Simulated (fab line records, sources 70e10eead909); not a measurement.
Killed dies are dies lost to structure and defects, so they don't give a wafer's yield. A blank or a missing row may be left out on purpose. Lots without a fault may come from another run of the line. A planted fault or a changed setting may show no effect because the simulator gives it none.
Which tool did it? | flow nand_harc | 24 lots, 72 wafers sampled, at 6 steps of a route of 1302

WHAT THE GAUGES READ, wafer by wafer
The record holds no reading of a measuring or inspecting step that can be judged against a usual standard deviation.

WHICH TOOL RAN EACH LOT (tool, then ch and the chambers of the sampled wafers, then the start)
lot  | NHARC_A_STAIRCASE_ETCH_23      | NHARC_A_STAIRCASE_TRIM_193     | NHARC_A_STAIRCASE_ETCH_197     | NHARC_A_STAIRCASE_TRIM_198     | NHARC_A_STAIRCASE_ETCH_221     | NHARC_A_STAIRCASE_TRIM_233
L074 | rie_diel-07 ch 0,2,3, no start | rie_diel-07 ch 1,3, no start   | rie_diel-07 ch 0,2, no start   | rie_diel-07 ch 1,2, no start   | rie_diel-08 ch 0,2, no start   | rie_diel-11 ch 0,3, no start
L075 | rie_diel-07 ch 1,3, no start   | rie_diel-11 ch 0,1, no start   | rie_diel-07 ch 0,1,2, no start | rie_diel-07 ch 0,1,3, no start | rie_diel-07 ch 0,1, no start   | rie_diel-07 ch 1,3, no start
L076 | rie_diel-08 ch 0,2, no start   | rie_diel-07 ch 1,3, no start   | rie_diel-08 ch 1,2,3, no start | rie_diel-08 ch 0,1, no start   | rie_diel-11 ch 0,1,2, no start | rie_diel-11 ch 0,3, no start
L078 | rie_diel-08 ch 2,3, no start   | rie_diel-08 ch 1,3, no start   | rie_diel-08 ch 0,1, no start   | rie_diel-08 ch 2,3, no start   | rie_diel-07 ch 1,3, no start   | rie_diel-11 ch 1,2,3, no start
L077 | rie_diel-07 ch 0,1,3, no start | rie_diel-07 ch 0,2, no start   | rie_diel-07 ch 0,1,3, no start | rie_diel-07 ch 1,2, no start   | rie_diel-07 ch 0,2,3, no start | rie_diel-07 ch 1,3, no start
L079 | rie_diel-08 ch 1,2,3, no start | rie_diel-11 ch 1,2, no start   | rie_diel-07 ch 0,1,3, no start | rie_diel-07 ch 0,1,3, no start | rie_diel-07 ch 0,2,3, no start | rie_diel-11 ch 0,1,2, no start
L080 | rie_diel-11 ch 0,1,3, no start | rie_diel-08 ch 0,1,3, no start | rie_diel-08 ch 0,1, no start   | rie_diel-08 ch 1,2, no start   | rie_diel-08 ch 0,2,3, no start | rie_diel-08 ch 0,1,3, no start
L083 | rie_diel-07 ch 1,2,3, no start | rie_diel-07 ch 0,2,3, no start | rie_diel-07 ch 1,2, no start   | rie_diel-07 ch 0,1,2, no start | rie_diel-07 ch 0,1,3, no start | rie_diel-07 ch 1,3, no start
L082 | rie_diel-08 ch 0,1,2, no start | rie_diel-11 ch 0,2,3, no start | rie_diel-07 ch 0,1,3, no start | rie_diel-07 ch 1,2,3, no start | rie_diel-07 ch 0,2,3, no start | rie_diel-08 ch 0,1,2, no start
L081 | rie_diel-08 ch 1,3, no start   | rie_diel-08 ch 1,2,3, no start | rie_diel-11 ch 0,3, no start   | rie_diel-11 ch 1,2,3, no start | rie_diel-07 ch 1,2, no start   | rie_diel-07 ch 0,1, no start
L085 | rie_diel-11 ch 0,1, no start   | rie_diel-08 ch 2,3, no start   | rie_diel-08 ch 0,1,3, no start | rie_diel-08 ch 0,1, no start   | rie_diel-11 ch 0,1,3, no start | rie_diel-11 ch 0,1, no start
L084 | rie_diel-08 ch 0,1, no start   | rie_diel-08 ch 0,1,2, no start | rie_diel-11 ch 0,1,2, no start | rie_diel-11 ch 0,3, no start   | rie_diel-08 ch 1,2, no start   | rie_diel-11 ch 0,1,3, no start
L086 | rie_diel-11 ch 1,2, no start   | rie_diel-08 ch 0,1,2, no start | rie_diel-08 ch 1,3, no start   | rie_diel-08 ch 0,3, no start   | rie_diel-07 ch 0,1,2, no start | rie_diel-07 ch 0,2,3, no start
L087 | rie_diel-07 ch 0,1,2, no start | rie_diel-07 ch 1,2,3, no start | rie_diel-11 ch 0,1,3, no start | rie_diel-11 ch 0,2,3, no start | rie_diel-08 ch 0,1,2, no start | rie_diel-08 ch 0,2, no start
L090 | rie_diel-07 ch 1,2,3, no start | rie_diel-11 ch 0,1,2, no start | rie_diel-07 ch 0,2,3, no start | rie_diel-07 ch 0,1,2, no start | rie_diel-11 ch 0,1,3, no start | rie_diel-11 ch 0,2,3, no start
L088 | rie_diel-07 ch 0,1,2, no start | rie_diel-07 ch 0,2, no start   | rie_diel-07 ch 0,1, no start   | rie_diel-07 ch 2,3, no start   | rie_diel-07 ch 0,1, no start   | rie_diel-07 ch 0,3, no start
L089 | rie_diel-11 ch 1,3, no start   | rie_diel-07 ch 1,3, no start   | rie_diel-11 ch 0,1,2, no start | rie_diel-11 ch 0,1,3, no start | rie_diel-07 ch 0,1,2, no start | rie_diel-07 ch 2,3, no start
L092 | rie_diel-07 ch 0,2,3, no start | rie_diel-07 ch 0,2,3, no start | rie_diel-07 ch 0,1,3, no start | rie_diel-07 ch 0,1,3, no start | rie_diel-07 ch 0,1,2, no start | rie_diel-11 ch 0,1,2, no start
L091 | rie_diel-07 ch 0,3, no start   | rie_diel-07 ch 0,1,3, no start | rie_diel-07 ch 1,2, no start   | rie_diel-07 ch 2,3, no start   | rie_diel-07 ch 0,2,3, no start | rie_diel-08 ch 0,3, no start
L093 | rie_diel-11 ch 0,1,2, no start | rie_diel-07 ch 0,1,2, no start | rie_diel-11 ch 1,2,3, no start | rie_diel-11 ch 0,1, no start   | rie_diel-11 ch 0,1,2, no start | rie_diel-11 ch 0,1, no start
L094 | rie_diel-08 ch 0,1,3, no start | rie_diel-11 ch 1,2, no start   | rie_diel-07 ch 0,1, no start   | rie_diel-07 ch 0,1, no start   | rie_diel-08 ch 0,2,3, no start | rie_diel-11 ch 1,2, no start
L095 | rie_diel-08 ch 0,1,3, no start | rie_diel-07 ch 0,2,3, no start | rie_diel-08 ch 0,1,3, no start | rie_diel-08 ch 2,3, no start   | rie_diel-08 ch 0,2, no start   | rie_diel-07 ch 0,2, no start
L096 | rie_diel-08 ch 0,1, no start   | rie_diel-11 ch 0,2,3, no start | rie_diel-11 ch 0,2,3, no start | rie_diel-11 ch 0,1,2, no start | rie_diel-07 ch 0,1,2, no start | rie_diel-07 ch 1,2, no start
L097 | rie_diel-07 ch 0,1,3, no start | rie_diel-08 ch 0,2,3, no start | rie_diel-07 ch 0,1,2, no start | rie_diel-07 ch 0,1,2, no start | rie_diel-08 ch 1,2,3, no start | rie_diel-08 ch 1,2,3, no start
- NHARC_A_STAIRCASE_ETCH_23: etches the open film in C4F8/O2, target depth 100 nm, time 40.5 s.
- NHARC_A_STAIRCASE_TRIM_193: chemistry O2, time 211.2 s.
- NHARC_A_STAIRCASE_ETCH_197: etches the open film in C4F8/O2, target depth 100 nm, time 40.5 s.
- NHARC_A_STAIRCASE_TRIM_198: chemistry O2, time 211.2 s.
- NHARC_A_STAIRCASE_ETCH_221: etches the open film in C4F8/O2, target depth 100 nm, time 40.5 s.
- NHARC_A_STAIRCASE_TRIM_233: chemistry O2, time 211.2 s.

WHAT THE TOOLS THEMSELVES READ (means of the sampled wafers that have a number; where no wafer has one, the mark that the record gives instead)
NHARC_A_STAIRCASE_ETCH_23. Usual: oes_product_au 0.945 a.u., standard deviation 0.015; rf_vpp_V 894.5 V, standard deviation 2.9.
lot  | tool        | oes_product_au (a.u.) | rf_vpp_V (V) | flag
L074 | rie_diel-07 | 0.967                 | 896.6        |
L075 | rie_diel-07 | 0.943                 | 894.3        |
L076 | rie_diel-08 | 0.923                 | 894.1        |
L078 | rie_diel-08 | 0.941                 | 893.1        |
L077 | rie_diel-07 | 0.958                 | 893.9        |
L079 | rie_diel-08 | 0.929                 | 893.7        |
L080 | rie_diel-11 | 0.949                 | 894.2        |
L083 | rie_diel-07 | 0.961                 | 897.1        |
L082 | rie_diel-08 | 0.925                 | 894.7        |
L081 | rie_diel-08 | 0.937                 | 893.0        |
L085 | rie_diel-11 | 0.941                 | 893.8        |
L084 | rie_diel-08 | 0.927                 | 895.0        |
L086 | rie_diel-11 | 0.955                 | 893.1        |
L087 | rie_diel-07 | 0.955                 | 896.1        |
L090 | rie_diel-07 | 0.953                 | 896.7        |
L088 | rie_diel-07 | 0.940                 | 895.4        |
L089 | rie_diel-11 | 0.957                 | 894.7        |
L092 | rie_diel-07 | 0.927                 | 896.6        |
L091 | rie_diel-07 | 0.942                 | 894.0        |
L093 | rie_diel-11 | 0.941                 | 892.5        |
L094 | rie_diel-08 | 0.943                 | 894.7        |
L095 | rie_diel-08 | 0.949                 | 893.6        |
L096 | rie_diel-08 | 0.941                 | 894.3        |
L097 | rie_diel-07 | 0.951                 | 892.8        |

NHARC_A_STAIRCASE_TRIM_193. Usual: drypump_motor_current_A 5.7 A, standard deviation 0.41; oes_product_au 0.997 a.u., standard deviation 0.011; rf_vpp_V 57.8 V, standard deviation 0.84; showerhead_plenum_p_Torr 3.49 Torr, standard deviation 0.082; throttle_valve_pct 17.037 %, standard deviation 0.01.
lot  | tool        | drypump_motor_current_A (A) | oes_product_au (a.u.) | rf_vpp_V (V) | showerhead_plenum_p_Torr (Torr) | throttle_valve_pct (%) | flag
L074 | rie_diel-07 | 5.7                         | 1.000                 | 58.0         | 3.48                            | 17.037                 |
L075 | rie_diel-11 | 5.8                         | 0.999                 | 58.0         | 3.50                            | 17.029                 |
L076 | rie_diel-07 | 5.7                         | 1.002                 | 57.4         | 3.48                            | 17.038                 |
L078 | rie_diel-08 | 5.8                         | 0.990                 | 57.3         | 3.49                            | 17.044                 |
L077 | rie_diel-07 | 5.7                         | 1.013                 | 58.9         | 3.62                            | 17.034                 |
L079 | rie_diel-11 | 5.6                         | 1.002                 | 57.6         | 3.45                            | 17.035                 |
L080 | rie_diel-08 | 5.7                         | 0.994                 | 57.2         | 3.48                            | 17.038                 |
L083 | rie_diel-07 | 5.6                         | 1.004                 | 58.4         | 3.54                            | 17.043                 |
L082 | rie_diel-11 | 5.4                         | 0.998                 | 57.6         | 3.49                            | 17.033                 |
L081 | rie_diel-08 | 5.9                         | 0.983                 | 57.9         | 3.46                            | 17.042                 |
L085 | rie_diel-08 | 6.0                         | 0.987                 | 58.0         | 3.44                            | 17.037                 |
L084 | rie_diel-08 | 5.8                         | 0.990                 | 57.9         | 3.48                            | 17.033                 |
L086 | rie_diel-08 | 5.8                         | 0.988                 | 57.9         | 3.48                            | 17.041                 |
L087 | rie_diel-07 | 5.5                         | 1.004                 | 57.3         | 3.54                            | 17.041                 |
L090 | rie_diel-11 | 5.7                         | 0.994                 | 58.2         | 3.46                            | 17.030                 |
L088 | rie_diel-07 | 6.0                         | 0.999                 | 58.0         | 3.52                            | 17.044                 |
L089 | rie_diel-07 | 5.4                         | 1.010                 | 57.7         | 3.46                            | 17.042                 |
L092 | rie_diel-07 | 5.6                         | 0.995                 | 57.2         | 3.53                            | 17.039                 |
L091 | rie_diel-07 | 5.8                         | 0.995                 | 58.0         | 3.44                            | 17.030                 |
L093 | rie_diel-07 | 6.0                         | 0.991                 | 57.2         | 3.52                            | 17.040                 |
L094 | rie_diel-11 | 5.6                         | 1.003                 | 57.5         | 3.43                            | 17.028                 |
L095 | rie_diel-07 | 5.6                         | 1.008                 | 57.9         | 3.52                            | 17.043                 |
L096 | rie_diel-11 | 5.4                         | 1.001                 | 57.2         | 3.47                            | 17.031                 |
L097 | rie_diel-08 | 5.8                         | 0.990                 | 57.5         | 3.44                            | 17.025                 |

NHARC_A_STAIRCASE_ETCH_197. Usual: oes_product_au 0.945 a.u., standard deviation 0.018; rf_vpp_V 895 V, standard deviation 3.2.
lot  | tool        | oes_product_au (a.u.) | rf_vpp_V (V) | flag
L074 | rie_diel-07 | 0.944                 | 900          |
L075 | rie_diel-07 | 0.975                 | 897          |
L076 | rie_diel-08 | 0.967                 | 893          |
L078 | rie_diel-08 | 0.928                 | 896          |
L077 | rie_diel-07 | 0.945                 | 894          |
L079 | rie_diel-07 | 0.958                 | 893          |
L080 | rie_diel-08 | 0.933                 | 895          |
L083 | rie_diel-07 | 0.940                 | 896          |
L082 | rie_diel-07 | 0.949                 | 893          |
L081 | rie_diel-11 | 0.943                 | 895          |
L085 | rie_diel-08 | 0.933                 | 894          |
L084 | rie_diel-11 | 0.958                 | 893          |
L086 | rie_diel-08 | 0.941                 | 892          |
L087 | rie_diel-11 | 0.919                 | 895          |
L090 | rie_diel-07 | 0.937                 | 896          |
L088 | rie_diel-07 | 0.923                 | 893          |
L089 | rie_diel-11 | 0.921                 | 894          |
L092 | rie_diel-07 | 0.934                 | 892          |
L091 | rie_diel-07 | 0.950                 | 899          |
L093 | rie_diel-11 | 0.963                 | 894          |
L094 | rie_diel-07 | 0.938                 | 891          |
L095 | rie_diel-08 | 0.961                 | 894          |
L096 | rie_diel-11 | 0.943                 | 894          |
L097 | rie_diel-07 | 0.969                 | 895          |

NHARC_A_STAIRCASE_TRIM_198. Usual: drypump_motor_current_A 5.7 A, standard deviation 0.41; oes_product_au 0.997 a.u., standard deviation 0.012; rf_vpp_V 57.7 V, standard deviation 0.84; showerhead_plenum_p_Torr 3.49 Torr, standard deviation 0.088; throttle_valve_pct 17.037 %, standard deviation 0.0092.
lot  | tool        | drypump_motor_current_A (A) | oes_product_au (a.u.) | rf_vpp_V (V) | showerhead_plenum_p_Torr (Torr) | throttle_valve_pct (%) | flag
L074 | rie_diel-07 | 5.9                         | 1.001                 | 58.2         | 3.56                            | 17.042                 |
L075 | rie_diel-07 | 5.8                         | 0.999                 | 56.9         | 3.47                            | 17.045                 |
L076 | rie_diel-08 | 5.5                         | 0.981                 | 58.0         | 3.51                            | 17.039                 |
L078 | rie_diel-08 | 6.1                         | 0.978                 | 58.1         | 3.45                            | 17.042                 |
L077 | rie_diel-07 | 5.9                         | 1.002                 | 57.6         | 3.55                            | 17.028                 |
L079 | rie_diel-07 | 5.8                         | 0.999                 | 58.1         | 3.46                            | 17.046                 |
L080 | rie_diel-08 | 5.8                         | 0.993                 | 56.7         | 3.49                            | 17.037                 |
L083 | rie_diel-07 | 6.0                         | 0.991                 | 57.8         | 3.54                            | 17.038                 |
L082 | rie_diel-07 | 5.5                         | 0.999                 | 57.1         | 3.55                            | 17.042                 |
L081 | rie_diel-11 | 5.5                         | 1.002                 | 57.9         | 3.47                            | 17.030                 |
L085 | rie_diel-08 | 5.5                         | 0.981                 | 58.2         | 3.50                            | 17.037                 |
L084 | rie_diel-11 | 5.6                         | 0.992                 | 57.0         | 3.51                            | 17.040                 |
L086 | rie_diel-08 | 5.8                         | 0.993                 | 57.1         | 3.44                            | 17.047                 |
L087 | rie_diel-11 | 5.4                         | 0.996                 | 57.7         | 3.48                            | 17.037                 |
L090 | rie_diel-07 | 6.0                         | 1.000                 | 58.0         | 3.53                            | 17.036                 |
L088 | rie_diel-07 | 5.3                         | 1.010                 | 57.5         | 3.63                            | 17.033                 |
L089 | rie_diel-11 | 5.6                         | 0.995                 | 57.6         | 3.49                            | 17.036                 |
L092 | rie_diel-07 | 5.8                         | 0.995                 | 57.7         | 3.44                            | 17.042                 |
L091 | rie_diel-07 | 5.1                         | 1.003                 | 57.7         | 3.55                            | 17.031                 |
L093 | rie_diel-11 | 5.8                         | 0.998                 | 57.6         | 3.46                            | 17.041                 |
L094 | rie_diel-07 | 6.2                         | 0.994                 | 57.3         | 3.43                            | 17.030                 |
L095 | rie_diel-08 | 6.0                         | 0.995                 | 57.0         | 3.42                            | 17.031                 |
L096 | rie_diel-11 | 5.7                         | 0.998                 | 57.9         | 3.45                            | 17.038                 |
L097 | rie_diel-07 | 6.0                         | 1.001                 | 58.4         | 3.51                            | 17.040                 |

NHARC_A_STAIRCASE_ETCH_221. Usual: oes_product_au 0.937 a.u., standard deviation 0.016; rf_vpp_V 895 V, standard deviation 3.3.
lot  | tool        | oes_product_au (a.u.) | rf_vpp_V (V) | flag
L074 | rie_diel-08 | 0.954                 | 895          |
L075 | rie_diel-07 | 0.950                 | 893          |
L076 | rie_diel-11 | 0.947                 | 895          |
L078 | rie_diel-07 | 0.933                 | 894          |
L077 | rie_diel-07 | 0.937                 | 897          |
L079 | rie_diel-07 | 0.942                 | 896          |
L080 | rie_diel-08 | 0.940                 | 893          |
L083 | rie_diel-07 | 0.943                 | 893          |
L082 | rie_diel-07 | 0.955                 | 896          |
L081 | rie_diel-07 | 0.926                 | 897          |
L085 | rie_diel-11 | 0.921                 | 895          |
L084 | rie_diel-08 | 0.941                 | 893          |
L086 | rie_diel-07 | 0.951                 | 895          |
L087 | rie_diel-08 | 0.918                 | 895          |
L090 | rie_diel-11 | 0.912                 | 895          |
L088 | rie_diel-07 | 0.938                 | 892          |
L089 | rie_diel-07 | 0.927                 | 896          |
L092 | rie_diel-07 | 0.916                 | 895          |
L091 | rie_diel-07 | 0.924                 | 895          |
L093 | rie_diel-11 | 0.921                 | 893          |
L094 | rie_diel-08 | 0.935                 | 893          |
L095 | rie_diel-08 | 0.935                 | 893          |
L096 | rie_diel-07 | 0.921                 | 896          |
L097 | rie_diel-08 | 0.954                 | 893          |

NHARC_A_STAIRCASE_TRIM_233. Usual: drypump_motor_current_A 5.6 A, standard deviation 0.41; oes_product_au 0.997 a.u., standard deviation 0.012; rf_vpp_V 57.6 V, standard deviation 0.82; showerhead_plenum_p_Torr 3.49 Torr, standard deviation 0.079; throttle_valve_pct 17.035 %, standard deviation 0.0095.
lot  | tool        | drypump_motor_current_A (A) | oes_product_au (a.u.) | rf_vpp_V (V) | showerhead_plenum_p_Torr (Torr) | throttle_valve_pct (%) | flag
L074 | rie_diel-11 | 5.3                         | 0.999                 | 57.2         | 3.53                            | 17.035                 |
L075 | rie_diel-07 | 5.4                         | 1.002                 | 56.9         | 3.48                            | 17.036                 |
L076 | rie_diel-11 | 5.3                         | 0.995                 | 57.6         | 3.53                            | 17.039                 |
L078 | rie_diel-11 | 5.4                         | 0.998                 | 58.3         | 3.48                            | 17.041                 |
L077 | rie_diel-07 | 5.7                         | 0.989                 | 57.7         | 3.48                            | 17.030                 |
L079 | rie_diel-11 | 5.7                         | 1.004                 | 57.3         | 3.47                            | 17.032                 |
L080 | rie_diel-08 | 5.6                         | 0.988                 | 57.8         | 3.48                            | 17.037                 |
L083 | rie_diel-07 | 5.7                         | 0.996                 | 57.1         | 3.47                            | 17.030                 |
L082 | rie_diel-08 | 5.8                         | 0.982                 | 57.6         | 3.48                            | 17.033                 |
L081 | rie_diel-07 | 6.2                         | 0.992                 | 57.5         | 3.43                            | 17.035                 |
L085 | rie_diel-11 | 5.8                         | 0.992                 | 57.9         | 3.49                            | 17.026                 |
L084 | rie_diel-11 | 5.6                         | 0.993                 | 57.8         | 3.49                            | 17.031                 |
L086 | rie_diel-07 | 5.6                         | 0.998                 | 57.0         | 3.53                            | 17.039                 |
L087 | rie_diel-08 | 6.0                         | 0.993                 | 58.3         | 3.46                            | 17.038                 |
L090 | rie_diel-11 | 5.4                         | 0.990                 | 58.0         | 3.48                            | 17.037                 |
L088 | rie_diel-07 | 5.9                         | 0.984                 | 57.5         | 3.44                            | 17.036                 |
L089 | rie_diel-07 | 5.3                         | 1.003                 | 59.0         | 3.63                            | 17.036                 |
L092 | rie_diel-11 | 5.7                         | 0.985                 | 57.3         | 3.45                            | 17.030                 |
L091 | rie_diel-08 | 5.8                         | 0.991                 | 56.6         | 3.44                            | 17.032                 |
L093 | rie_diel-11 | 5.9                         | 0.994                 | 58.0         | 3.46                            | 17.032                 |
L094 | rie_diel-11 | 5.7                         | 1.002                 | 57.4         | 3.43                            | 17.045                 |
L095 | rie_diel-07 | 5.7                         | 1.007                 | 58.9         | 3.60                            | 17.038                 |
L096 | rie_diel-07 | 5.6                         | 1.004                 | 57.6         | 3.61                            | 17.035                 |
L097 | rie_diel-08 | 5.9                         | 0.997                 | 57.6         | 3.44                            | 17.020                 |

THE ANSWER, worked out from the rows above alone
Rule: a lot is off if the mean of its wafers that have a number lies more than 3 standard deviations from the usual mean. A lot without any number at a reading at which 4 lots or more have one is off too. The other lots that the step has rows for count as sound. The gauges are gone through in route order, then the tools' own readings, and for those a lot's mean is taken as printed above. The first step at which some lot is off is used, and at that step the reading that is off furthest; a lot without a number counts as furthest.
No lot is off at any reading shown: from this, nothing can be told.

WHAT THE SIMULATOR HAD PUT IN
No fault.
